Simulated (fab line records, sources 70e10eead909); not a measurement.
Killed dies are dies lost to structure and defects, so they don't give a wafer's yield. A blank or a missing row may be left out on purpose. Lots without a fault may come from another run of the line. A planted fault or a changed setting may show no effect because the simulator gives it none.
A struck lot beside a sound one | flow nand_harc | 32 steps out of a route of 1159
Sound: wafers L286.2, L286.4, L286.5. Struck: wafer L289.5. (L289.1, L289.3 of the same lot were not struck and are left out.) The cause comes at the end.
At each step with rows: each side's tool, then ch and its chambers, then its first start. Under that, the readings that differ: sound wafers | struck wafers | difference of the means | sigmas: that difference in standard deviations of wafers without a fault.
alike: readings whose means differ by less than 2 such deviations, and words and numbers that are the same on both sides. not compared: withheld readings, readings that some wafer has no value for, bounds like >300 that may hide the same value, and numbers for which the record gives no deviation and whose values overlap.
The two part at a step that has a row with sigmas, a row that says differs or no value, or rows on one side only. Numbers that don't overlap but have no deviation are shown without sigmas and don't part them. A reading that every wafer of one side lacks parts them only if that side has two wafers or more.

first, 1 step without rows for these wafers: NHARC_THIN_TSV_DEGAS_49 (time 120 s).
NHARC_THIN_TSV_PRE_CLEAN_50: time 30 s.
  sound on pvd_sputter-01; struck on pvd_sputter-02
  alike: heater_power_w
then, 4 steps without rows for these wafers: NHARC_THIN_TSV_PVD_19 (deposits TaN, target thk 20 nm); NHARC_THIN_TSV_PVD_51 (deposits Cu, target thk 100 nm); NHARC_THIN_TSV_ECD_20 (material Cu, target thk 2000 nm); NHARC_THIN_TSV_ANNEAL_52 (time 90 s).
NHARC_THIN_TSV_CMP_21: polishes, t overpolish 30 s, target thk 2000 nm.
  sound on cmp-02 ch 2,3, day 18 22:16; struck on cmp-02 ch 2, day 19 15:51
  alike: motor_current_A, overpolish_run_s, slurry_filter_dp_kPa
  not compared: pad_life_wafers
then, 2 steps without rows for these wafers: NHARC_THIN_TSV_SRD_23; NHARC_THIN_TSV_DEGAS_53 (time 60 s).
NHARC_THIN_TSV_PRE_CLEAN_54: time 30 s.
  sound on pvd_sputter-01, day 18 22:49; struck on pvd_sputter-02, day 19 16:23
  alike: heater_power_w
then, 1 step without rows for these wafers: NHARC_THIN_TSV_PVD_55 (deposits TiN, target thk 50 nm).
NHARC_THIN_TSV_PVD_24: deposits Al, target thk 800 nm.
  sound on pvd_sputter-01, day 18 23:02; struck on pvd_sputter-02, day 19 16:43
then, 8 steps without rows for these wafers: NHARC_THIN_TSV_DEHYDRATE_25 (time 120 s); NHARC_THIN_TSV_HMDS_26 (time 30 s); NHARC_THIN_TSV_COAT_27; NHARC_THIN_TSV_SOFTBAKE_28 (time 95 s); NHARC_THIN_TSV_EBR_29; NHARC_THIN_TSV_EXPOSE_30 (exposes mask PAD); NHARC_THIN_TSV_PEB_31 (peb time 85 s); NHARC_THIN_TSV_DEVELOP_32 (time 70 s).
NHARC_THIN_TSV_CD_MEAS_33: target cd 5000 nm.
  sound on cd_sem-01 ch 0, day 18 23:52; struck on cd_sem-01 ch 0, day 19 17:26
  alike: cd_nm
then, 3 steps without rows for these wafers: NHARC_THIN_TSV_HARDBAKE_34 (time 80 s); NHARC_THIN_TSV_DESCUM_35 (chemistry O2, time 3 s); NHARC_THIN_TSV_ETCH_59 (etches the open film in Cl2/BCl3, target depth 880 nm, time 138.1 s).
NHARC_THIN_TSV_ETCH_36: etches the open film in Cl2/BCl3, target depth 65 nm, time 18.571 s.
  sound on rie_metal-01 ch 0,1, day 19 00:25; struck on rie_metal-02 ch 0, day 19 17:59
  alike: drypump_motor_current_A, oes_product_au
  not compared: rf_hours_counter_h
NHARC_THIN_TSV_STRIP_56: strips in O2.
  sound on plasma_asher-01 ch 0,1, day 19 00:34; struck on plasma_asher-01 ch 1, day 19 18:05
  alike: drypump_motor_current_A, heater_power_w
  not compared: rf_hours_counter_h
then, 1 step without rows for these wafers: NHARC_THIN_TSV_STRIP_57 (strips in post etch residue remover, time 1200 s).
NHARC_THIN_TSV_CD_MEAS_37:
  sound on cd_sem-03, day 19 01:19; struck on cd_sem-03, day 19 18:53
  alike: cd_nm
then, 1 step without rows for these wafers: NHARC_THIN_TSV_ANNEAL_58 (time 1800 s).
NHARC_THIN_TSV_INSPECT_40:
  sound on defect_inspect-02, day 19 04:31; struck on defect_inspect-01, day 19 20:59
  alike: raw_defect_count
NHARC_END_WLT_00:
  the record has rows for the sound wafers here (prober-01, day 20 06:13) and none for the struck ones
NHARC_END_SORT_01:
  the record has rows for the struck wafers here (prober-02 ch 0, day 21 15:01) and none for the sound ones

WHERE THEY PART
First at NHARC_END_WLT_00; last, within this record, at NHARC_END_SORT_01.

WHY: what the simulator had put in
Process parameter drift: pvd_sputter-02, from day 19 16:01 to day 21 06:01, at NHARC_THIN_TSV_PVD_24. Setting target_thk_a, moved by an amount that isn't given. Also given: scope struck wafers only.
